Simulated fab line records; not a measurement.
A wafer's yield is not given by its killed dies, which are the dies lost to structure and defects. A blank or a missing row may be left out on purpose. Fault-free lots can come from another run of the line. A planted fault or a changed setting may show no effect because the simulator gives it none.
fab line records :: flow nand_harc :: part 2 of 2: steps 24 to 38 of 38
record
  lots=5
  wafers=15
  last_day=24
route steps=1159 shown A_WL_FILL@813 A_CONTACT@840
lots that met no fault: from a run of the same line without faults
start_h: hours from the record's first day to the start of the lot's first wafer shown :: wait_h: how many hours have passed since the lot's step before this one :: " same as the row above :: L1.1+2: one row covering several wafers at once :: - no value, or no start given :: * or withheld: withheld :: < > ~ a bound
route shown NAME@n: NAME is a module with steps in the file, n the number in the route of the first one :: usual: the fault-free wafers' mean and standard deviation :: same: alike in all rows :: chamber/n: place in a boat :: sites: each site's reading :: _std_site: the values' standard deviation :: _edge_site: outer sites' mean less inner sites' :: radius_mm: how far each site lies from the wafer's centre :: mask NAME#n: copy n :: behind: the last tool/chamber to shape the wafer :: hold: cause of the lot's hold/its duration in hours/its outcome :: device: which transistor (n, p or np) failed to switch :: end of line: tests of these same wafers at the route's end :: step lacking rows: just its recipe :: killed: not the wafer's yield, but the dies lost to structure and defects at the first sort :: map: a wafer's dies, marking killed ones x, the rest . and places with no die _
set.NAME: the setting that was run; set.NAME@STEP: the one run at that earlier step :: model.NAME: the simulator's own value behind a step, which no gauge read
lots at some steps of the route; a table a step, a row a wafer
services: from which hour (start_h, from the record's first day; less than 0 if before it) a tool's chamber was out of use, for how many hours, and why
## steps
# step NHARC_A_CONTACT_DEP_24
# recipe
  target_thk_a=5000
  temp_c=400
  pressure_torr=6.5
  rf_w=900
  teos_flow_sccm=161.4
  flow_sccm=2650
  target_thk_nm=500
  gas=O2
  material=SiO2
# usual
  heater_power_w=546/78
  susceptor_temp_C=399.98/0.2
  throttle_valve_pct=15.8/0.47
lot.wafer: L074.2
tool: pecvd-02
chamber: 1
start_h: 359.89
wait_h: 0.1
heater_power_w: 489
susceptor_temp_C: 400.18
throttle_valve_pct: 16.2

lot.wafer: L074.3
tool: pecvd-02
chamber: 2
start_h: 359.89
wait_h: 0.1
heater_power_w: 612
susceptor_temp_C: 400.24
throttle_valve_pct: 15.3

lot.wafer: L074.5
tool: pecvd-02
chamber: 1
start_h: 359.89
wait_h: 0.1
heater_power_w: 514
susceptor_temp_C: 399.91
throttle_valve_pct: 16.1

lot.wafer: L087.3
tool: pecvd-04
chamber: 1
start_h: 437.15
wait_h: 0.1
heater_power_w: 578
susceptor_temp_C: 400.09
throttle_valve_pct: 15.4

lot.wafer: L087.6
tool: pecvd-04
chamber: 1
start_h: 437.15
wait_h: 0.1
heater_power_w: 607
susceptor_temp_C: 399.72
throttle_valve_pct: 15.5

lot.wafer: L087.5
tool: pecvd-04
chamber: 0
start_h: 437.15
wait_h: 0.1
heater_power_w: 670
susceptor_temp_C: 400.17
throttle_valve_pct: 15.3

lot.wafer: L085.1
tool: pecvd-04
chamber: 0
start_h: 443.46
wait_h: 0.1
heater_power_w: 662
susceptor_temp_C: 399.72
throttle_valve_pct: 15.2

lot.wafer: L085.4
tool: pecvd-04
chamber: 1
start_h: 443.46
wait_h: 0.1
heater_power_w: 688
susceptor_temp_C: 399.95
throttle_valve_pct: 15.3

lot.wafer: L085.6
tool: pecvd-04
chamber: 2
start_h: 443.46
wait_h: 0.1
heater_power_w: 573
susceptor_temp_C: 400.05
throttle_valve_pct: 15.6

lot.wafer: L089.1
tool: pecvd-02
chamber: 1
start_h: 451.09
wait_h: 0.1
heater_power_w: 416
susceptor_temp_C: 399.97
throttle_valve_pct: 16.5

lot.wafer: L089.3
tool: pecvd-02
chamber: 1
start_h: 451.09
wait_h: 0.1
heater_power_w: 432
susceptor_temp_C: 399.86
throttle_valve_pct: 16.4

lot.wafer: L089.6
tool: pecvd-02
chamber: 1
start_h: 451.09
wait_h: 0.1
heater_power_w: 466
susceptor_temp_C: 400.00
throttle_valve_pct: 16.2

lot.wafer: L094.3
tool: pecvd-02
chamber: 0
start_h: 488.74
wait_h: 0.2
heater_power_w: 476
susceptor_temp_C: 399.73
throttle_valve_pct: 16.7

lot.wafer: L094.4
tool: pecvd-02
chamber: 1
start_h: 488.74
wait_h: 0.2
heater_power_w: 544
susceptor_temp_C: 400.14
throttle_valve_pct: 16.4

lot.wafer: L094.6
tool: pecvd-02
chamber: 0
start_h: 488.74
wait_h: 0.2
heater_power_w: 481
susceptor_temp_C: 399.97
throttle_valve_pct: 16.3
# step NHARC_A_CONTACT_DEP_28
# recipe
  target_thk_a=36000
  temp_c=400
  material=aC
# usual
  susceptor_temp_C=399.96/0.21
  throttle_valve_pct=35.000/0.0086
lot.wafer: L074.2
tool: acl_dep-01
chamber: 0
start_h: 363.29
wait_h: 2.9
susceptor_temp_C: 400.07
throttle_valve_pct: 34.996

lot.wafer: L074.3
tool: acl_dep-01
chamber: 0
start_h: 363.29
wait_h: 2.9
susceptor_temp_C: 399.94
throttle_valve_pct: 35.011

lot.wafer: L074.5
tool: acl_dep-01
chamber: 0
start_h: 363.29
wait_h: 2.9
susceptor_temp_C: 399.62
throttle_valve_pct: 34.997

lot.wafer: L087.3
tool: acl_dep-01
chamber: 0
start_h: 438.49
wait_h: 0.8
susceptor_temp_C: 399.93
throttle_valve_pct: 34.994

lot.wafer: L087.5
tool: acl_dep-01
chamber: 0
start_h: 438.49
wait_h: 0.8
susceptor_temp_C: 399.93
throttle_valve_pct: 35.003

lot.wafer: L087.6
tool: acl_dep-01
chamber: 0
start_h: 438.49
wait_h: 0.8
susceptor_temp_C: 399.92
throttle_valve_pct: 35.004

lot.wafer: L085.1
tool: acl_dep-01
chamber: 0
start_h: 445.68
wait_h: 1.7
susceptor_temp_C: 399.56
throttle_valve_pct: 35.000

lot.wafer: L085.4
tool: acl_dep-01
chamber: 0
start_h: 446.79
wait_h: 2.8
susceptor_temp_C: 399.82
throttle_valve_pct: 34.997

lot.wafer: L085.6
tool: acl_dep-01
chamber: 0
start_h: 446.79
wait_h: 2.8
susceptor_temp_C: 399.95
throttle_valve_pct: 35.001

lot.wafer: L089.1
tool: acl_dep-02
chamber: 0
start_h: 451.88
wait_h: 0.1
susceptor_temp_C: 399.84
throttle_valve_pct: 35.004

lot.wafer: L089.3
tool: acl_dep-02
chamber: 0
start_h: 451.88
wait_h: 0.1
susceptor_temp_C: 400.31
throttle_valve_pct: 35.000

lot.wafer: L089.6
tool: acl_dep-02
chamber: 0
start_h: 453.75
wait_h: 1.9
susceptor_temp_C: 400.09
throttle_valve_pct: 35.002

lot.wafer: L094.3
tool: acl_dep-02
chamber: 0
start_h: 490.53
wait_h: 1.4
susceptor_temp_C: -
throttle_valve_pct: 35.015

lot.wafer: L094.4
tool: acl_dep-02
chamber: 0
start_h: 490.53
wait_h: 1.4
susceptor_temp_C: -
throttle_valve_pct: 34.993

lot.wafer: L094.6
tool: acl_dep-02
chamber: 0
start_h: 490.53
wait_h: 1.4
susceptor_temp_C: -
throttle_valve_pct: 34.996
# step NHARC_A_CONTACT_DEP_29
# recipe
  target_thk_a=700
  target_thk_nm=70
  temp_c=400
  pressure_torr=3.5
  flow_sccm=200
  rf_w=350
  material=SiON
# usual
  heater_power_w=721/69
  susceptor_temp_C=400.02/0.22
lot.wafer: L074.2
tool: pecvd-04
chamber: 1
start_h: 365.18
wait_h: 1.5
heater_power_w: 882
susceptor_temp_C: 400.13

lot.wafer: L074.3
tool: pecvd-04
chamber: 0
start_h: 365.18
wait_h: 1.5
heater_power_w: 850
susceptor_temp_C: 400.47

lot.wafer: L074.5
tool: pecvd-04
chamber: 2
start_h: 365.18
wait_h: 1.5
heater_power_w: 671
susceptor_temp_C: 400.08

lot.wafer: L087.3
tool: pecvd-01
chamber: 0
start_h: 440.06
wait_h: 1.2
heater_power_w: 668
susceptor_temp_C: 400.50

lot.wafer: L087.5
tool: pecvd-01
chamber: 0
start_h: 440.06
wait_h: 1.2
heater_power_w: 674
susceptor_temp_C: 400.22

lot.wafer: L087.6
tool: pecvd-01
chamber: 1
start_h: 440.06
wait_h: 1.2
heater_power_w: 667
susceptor_temp_C: 399.97

lot.wafer: L085.1
tool: pecvd-01
chamber: 2
start_h: 447.93
wait_h: 1.9
heater_power_w: 716
susceptor_temp_C: 400.24

lot.wafer: L085.6
tool: pecvd-01
chamber: 0
start_h: 447.93
wait_h: 1.9
heater_power_w: 724
susceptor_temp_C: 399.85

lot.wafer: L085.4
tool: pecvd-01
chamber: 1
start_h: 447.93
wait_h: 1.9
heater_power_w: 621
susceptor_temp_C: 400.03

lot.wafer: L089.1
tool: pecvd-02
chamber: 0
start_h: 454.18
wait_h: 1.9
heater_power_w: 637
susceptor_temp_C: 399.88

lot.wafer: L089.3
tool: pecvd-02
chamber: 1
start_h: 454.18
wait_h: 1.9
heater_power_w: 684
susceptor_temp_C: 400.05

lot.wafer: L089.6
tool: pecvd-02
chamber: 1
start_h: 454.18
wait_h: 1.9
heater_power_w: 662
susceptor_temp_C: 400.12

lot.wafer: L094.3
tool: pecvd-02
chamber: 0
start_h: 492.09
wait_h: 1.2
heater_power_w: 620
susceptor_temp_C: 400.01

lot.wafer: L094.6
tool: pecvd-02
chamber: 2
start_h: 492.09
wait_h: 1.2
heater_power_w: 756
susceptor_temp_C: 400.18

lot.wafer: L094.4
tool: pecvd-02
chamber: 0
start_h: 492.09
wait_h: 1.2
heater_power_w: 655
susceptor_temp_C: 399.90
# step NHARC_A_CONTACT_DEHYDRATE_32
# recipe
  temp_c=150
  time_s=120
lot.wafer: L074.2+3+5
tool: litho_track-04
chamber: 0
start_h: 365.44
wait_h: 0.2

lot.wafer: L087.3+5+6
tool: litho_track-04
chamber: 0
start_h: 440.31
wait_h: 0.2

lot.wafer: L085.1+4+6
tool: litho_track-04
chamber: 0
start_h: 448.20
wait_h: 0.2

lot.wafer: L089.1+3+6
tool: litho_track-01
chamber: 0
start_h: 454.50
wait_h: 0.3

lot.wafer: L094.3+4+6
tool: litho_track-06
chamber: 0
start_h: 492.30
wait_h: 0.2
# step NHARC_A_CONTACT_HMDS_33
# recipe
  time_s=30
lot.wafer: L074.2+3+5
tool: litho_track-04
chamber: 0
start_h: -
wait_h: -

lot.wafer: L087.3+5+6
tool: litho_track-04
chamber: 0
start_h: -
wait_h: -

lot.wafer: L085.1+4+6
tool: litho_track-04
chamber: 0
start_h: -
wait_h: -

lot.wafer: L089.1+3+6
tool: litho_track-01
chamber: 0
start_h: -
wait_h: -

lot.wafer: L094.3+4+6
tool: litho_track-06
chamber: 0
start_h: -
wait_h: -
# step NHARC_A_CONTACT_COAT_34
# recipe
  temp_c=260
  time_s=75
lot.wafer: L074.2+3+5
tool: litho_track-04
chamber: 0
start_h: -
wait_h: -

lot.wafer: L087.3+5+6
tool: litho_track-04
chamber: 0
start_h: -
wait_h: -

lot.wafer: L085.1+4+6
tool: litho_track-04
chamber: 0
start_h: -
wait_h: -

lot.wafer: L089.1+3+6
tool: litho_track-01
chamber: 0
start_h: -
wait_h: -

lot.wafer: L094.3+4+6
tool: litho_track-06
chamber: 0
start_h: -
wait_h: -
# step NHARC_A_CONTACT_COAT_35
# recipe
  temp_c=225
  time_s=65
lot.wafer: L074.2+3+5
tool: litho_track-04
chamber: 0
start_h: -
wait_h: -

lot.wafer: L087.3+5+6
tool: litho_track-04
chamber: 0
start_h: -
wait_h: -

lot.wafer: L085.1+4+6
tool: litho_track-04
chamber: 0
start_h: -
wait_h: -

lot.wafer: L089.1+3+6
tool: litho_track-01
chamber: 0
start_h: -
wait_h: -

lot.wafer: L094.3+4+6
tool: litho_track-06
chamber: 0
start_h: -
wait_h: -
# step NHARC_A_CONTACT_COAT_36
# recipe
  spin_rpm=1500
  resist_thk_nm=90
lot.wafer: L074.2+3+5
tool: litho_track-04
chamber: 0
start_h: -
wait_h: -

lot.wafer: L087.3+5+6
tool: litho_track-04
chamber: 0
start_h: -
wait_h: -

lot.wafer: L085.1+4+6
tool: litho_track-04
chamber: 0
start_h: -
wait_h: -

lot.wafer: L089.1+3+6
tool: litho_track-01
chamber: 0
start_h: -
wait_h: -

lot.wafer: L094.3+4+6
tool: litho_track-06
chamber: 0
start_h: -
wait_h: -
# step NHARC_A_CONTACT_SOFTBAKE_37
# recipe
  temp_c=105
  time_s=55
lot.wafer: L074.2+3+5
tool: litho_track-04
chamber: 0
start_h: -
wait_h: -

lot.wafer: L087.3+5+6
tool: litho_track-04
chamber: 0
start_h: -
wait_h: -

lot.wafer: L085.1+4+6
tool: litho_track-04
chamber: 0
start_h: -
wait_h: -

lot.wafer: L089.1+3+6
tool: litho_track-01
chamber: 0
start_h: -
wait_h: -

lot.wafer: L094.3+4+6
tool: litho_track-06
chamber: 0
start_h: -
wait_h: -
# step NHARC_A_CONTACT_EBR_38
lot.wafer: L074.2+3+5
tool: litho_track-04
chamber: 0
start_h: -
wait_h: -

lot.wafer: L087.3+5+6
tool: litho_track-04
chamber: 0
start_h: -
wait_h: -

lot.wafer: L085.1+4+6
tool: litho_track-04
chamber: 0
start_h: -
wait_h: -

lot.wafer: L089.1+3+6
tool: litho_track-01
chamber: 0
start_h: -
wait_h: -

lot.wafer: L094.3+4+6
tool: litho_track-06
chamber: 0
start_h: -
wait_h: -
# step NHARC_A_CONTACT_EXPOSE_39
# recipe
  na=1.35
  sigma_outer=0.8
  dose_mj=58.79
  mask_id=A_CC_3
lot.wafer: L074.2+3+5
tool: arfi_scanner-03
chamber: 0
start_h: 365.76
wait_h: -
mask: A_CC_3#0

lot.wafer: L087.3+5+6
tool: arfi_scanner-01
chamber: 0
start_h: 440.63
wait_h: -
mask: A_CC_3#0

lot.wafer: L085.1+4+6
tool: arfi_scanner-01
chamber: 0
start_h: 448.38
wait_h: -
mask: A_CC_3#0

lot.wafer: L089.1+3+6
tool: arfi_scanner-02
chamber: 0
start_h: 454.81
wait_h: -
mask: A_CC_3#0

lot.wafer: L094.3+4+6
tool: arfi_scanner-03
chamber: 0
start_h: 492.49
wait_h: -
mask: A_CC_3#0
# step NHARC_A_CONTACT_PEB_40
# recipe
  peb_temp_c=100
  peb_time_s=65
lot.wafer: L074.2+3+5
tool: litho_track-06
chamber: 0
start_h: 365.81
wait_h: 0.1

lot.wafer: L087.3+5+6
tool: litho_track-04
chamber: 0
start_h: 440.68
wait_h: 0.0

lot.wafer: L085.1+4+6
tool: litho_track-06
chamber: 0
start_h: 448.44
wait_h: 0.1

lot.wafer: L089.1+3+6
tool: litho_track-01
chamber: 0
start_h: 454.87
wait_h: 0.1

lot.wafer: L094.3+4+6
tool: litho_track-06
chamber: 0
start_h: 492.55
wait_h: 0.0
# step NHARC_A_CONTACT_DEVELOP_41
# recipe
  develop_time_s=35
  dev_temp_c=23
# same
  develop_time_s=35
lot.wafer: L074.2+3+5
tool: litho_track-06
chamber: 0
start_h: -
wait_h: -

lot.wafer: L087.3+5+6
tool: litho_track-04
chamber: 0
start_h: -
wait_h: -

lot.wafer: L085.1+4+6
tool: litho_track-06
chamber: 0
start_h: -
wait_h: -

lot.wafer: L089.1+3+6
tool: litho_track-01
chamber: 0
start_h: -
wait_h: -

lot.wafer: L094.3+4+6
tool: litho_track-06
chamber: 0
start_h: -
wait_h: -
# step NHARC_A_CONTACT_CD_MEAS_42
# recipe
  target_cd_nm=200
  landing_energy_ev=500
# usual
  cd_nm=200.0/0.51
lot.wafer: L074.2
tool: cd_sem-01
chamber: 0
start_h: 365.89
wait_h: -
cd_nm: 201.3

lot.wafer: L074.3
tool: cd_sem-01
chamber: 0
start_h: 365.89
wait_h: -
cd_nm: 200.6

lot.wafer: L074.5
tool: cd_sem-01
chamber: 0
start_h: 365.89
wait_h: -
cd_nm: 200.1

lot.wafer: L087.3
tool: cd_sem-03
chamber: 0
start_h: 440.76
wait_h: -
cd_nm: 199.7

lot.wafer: L087.5
tool: cd_sem-03
chamber: 0
start_h: 440.76
wait_h: -
cd_nm: 200.0

lot.wafer: L087.6
tool: cd_sem-03
chamber: 0
start_h: 440.76
wait_h: -
cd_nm: 199.3

lot.wafer: L085.1
tool: cd_sem-01
chamber: 0
start_h: 448.52
wait_h: -
cd_nm: 200.1

lot.wafer: L085.4
tool: cd_sem-01
chamber: 0
start_h: 448.52
wait_h: -
cd_nm: 200.6

lot.wafer: L085.6
tool: cd_sem-01
chamber: 0
start_h: 448.52
wait_h: -
cd_nm: 200.1

lot.wafer: L089.1
tool: cd_sem-02
chamber: 0
start_h: 454.95
wait_h: -
cd_nm: 199.3

lot.wafer: L089.3
tool: cd_sem-02
chamber: 0
start_h: 454.95
wait_h: -
cd_nm: 199.2

lot.wafer: L089.6
tool: cd_sem-02
chamber: 0
start_h: 454.95
wait_h: -
cd_nm: 199.6

lot.wafer: L094.3
tool: cd_sem-02
chamber: 0
start_h: 492.63
wait_h: -
cd_nm: 200.1

lot.wafer: L094.4
tool: cd_sem-02
chamber: 0
start_h: 492.63
wait_h: -
cd_nm: 200.2

lot.wafer: L094.6
tool: cd_sem-02
chamber: 0
start_h: 492.63
wait_h: -
cd_nm: 200.4
# step NHARC_A_CONTACT_OVL_MEAS_43
# usual
  overlay_x_nm=-0.2/0.64
  overlay_y_nm=0.1/0.57
lot.wafer: L074.2
tool: overlay-02
chamber: -
start_h: 365.98
wait_h: -
overlay_x_nm: 0.7
overlay_y_nm: 0.6

lot.wafer: L074.3
tool: overlay-02
chamber: -
start_h: 365.98
wait_h: -
overlay_x_nm: 0.5
overlay_y_nm: 0.9

lot.wafer: L074.5
tool: overlay-02
chamber: -
start_h: 365.98
wait_h: -
overlay_x_nm: 0.9
overlay_y_nm: 0.2

lot.wafer: L087.3
tool: overlay-02
chamber: -
start_h: 440.85
wait_h: -
overlay_x_nm: 0.3
overlay_y_nm: -0.1

lot.wafer: L087.5
tool: overlay-02
chamber: -
start_h: 440.85
wait_h: -
overlay_x_nm: 0.9
overlay_y_nm: -0.7

lot.wafer: L087.6
tool: overlay-02
chamber: -
start_h: 440.85
wait_h: -
overlay_x_nm: 0.6
overlay_y_nm: -0.9

lot.wafer: L085.1
tool: overlay-02
chamber: -
start_h: 448.61
wait_h: -
overlay_x_nm: -0.7
overlay_y_nm: 0.3

lot.wafer: L085.4
tool: overlay-02
chamber: -
start_h: 448.61
wait_h: -
overlay_x_nm: 0.0
overlay_y_nm: 0.2

lot.wafer: L085.6
tool: overlay-02
chamber: -
start_h: 448.61
wait_h: -
overlay_x_nm: -0.8
overlay_y_nm: 0.5

lot.wafer: L089.1
tool: overlay-02
chamber: -
start_h: 455.03
wait_h: -
overlay_x_nm: -0.5
overlay_y_nm: 0.7

lot.wafer: L089.3
tool: overlay-02
chamber: -
start_h: 455.03
wait_h: -
overlay_x_nm: -0.2
overlay_y_nm: 0.5

lot.wafer: L089.6
tool: overlay-02
chamber: -
start_h: 455.03
wait_h: -
overlay_x_nm: 0.3
overlay_y_nm: 0.3

lot.wafer: L094.3
tool: overlay-01
chamber: -
start_h: 492.72
wait_h: -
overlay_x_nm: -0.6
overlay_y_nm: 0.0

lot.wafer: L094.4
tool: overlay-01
chamber: -
start_h: 492.72
wait_h: -
overlay_x_nm: -0.8
overlay_y_nm: 0.2

lot.wafer: L094.6
tool: overlay-01
chamber: -
start_h: 492.72
wait_h: -
overlay_x_nm: -1.0
overlay_y_nm: 0.1
## services
tool: litho_track-04
chamber: -
start_h: 316.00
hours: 7.0
kind: pm

tool: ald_metal-03
chamber: -
start_h: 322.00
hours: 10.0
kind: pm

tool: wet_bench-03
chamber: -
start_h: 322.42
hours: 8.0
kind: pm

tool: rie_metal-01
chamber: -
start_h: 332.00
hours: 9.0
kind: pm

tool: pecvd-02
chamber: -
start_h: 334.00
hours: 13.0
kind: pm

tool: cmp-04
chamber: -
start_h: 335.23
hours: 1.3
kind: repair

tool: rie_metal-03
chamber: -
start_h: 340.25
hours: 1.1
kind: repair

tool: rie_diel-10
chamber: -
start_h: 353.50
hours: 9.0
kind: pm

tool: plasma_asher-02
chamber: -
start_h: 360.06
hours: 9.0
kind: pm

tool: cmp-04
chamber: -
start_h: 361.03
hours: 1.7
kind: repair

tool: rie_diel-10
chamber: 1
start_h: 363.14
hours: 10.1
kind: repair

tool: furnace-01
chamber: -
start_h: 369.96
hours: 10.5
kind: repair

tool: wet_bench-05
chamber: -
start_h: 372.80
hours: 8.0
kind: pm

tool: rie_metal-02
chamber: -
start_h: 388.00
hours: 9.0
kind: pm

tool: cvd_w-02
chamber: -
start_h: 413.18
hours: 13.0
kind: pm

tool: litho_track-01
chamber: -
start_h: 443.00
hours: 7.0
kind: pm

tool: pecvd-02
chamber: 2
start_h: 446.75
hours: 8.0
kind: repair

tool: rie_diel-04
chamber: 3
start_h: 464.16
hours: 2.4
kind: repair

tool: wet_bench-09
chamber: -
start_h: 464.83
hours: 8.0
kind: pm

tool: rie_diel-04
chamber: -
start_h: 465.90
hours: 9.0
kind: pm

tool: litho_track-06
chamber: -
start_h: 467.00
hours: 7.0
kind: pm

tool: rie_diel-10
chamber: 2
start_h: 467.78
hours: 4.6
kind: repair

tool: rie_diel-10
chamber: 0
start_h: 478.53
hours: 10.4
kind: repair

tool: litho_track-04
chamber: -
start_h: 491.00
hours: 7.0
kind: pm
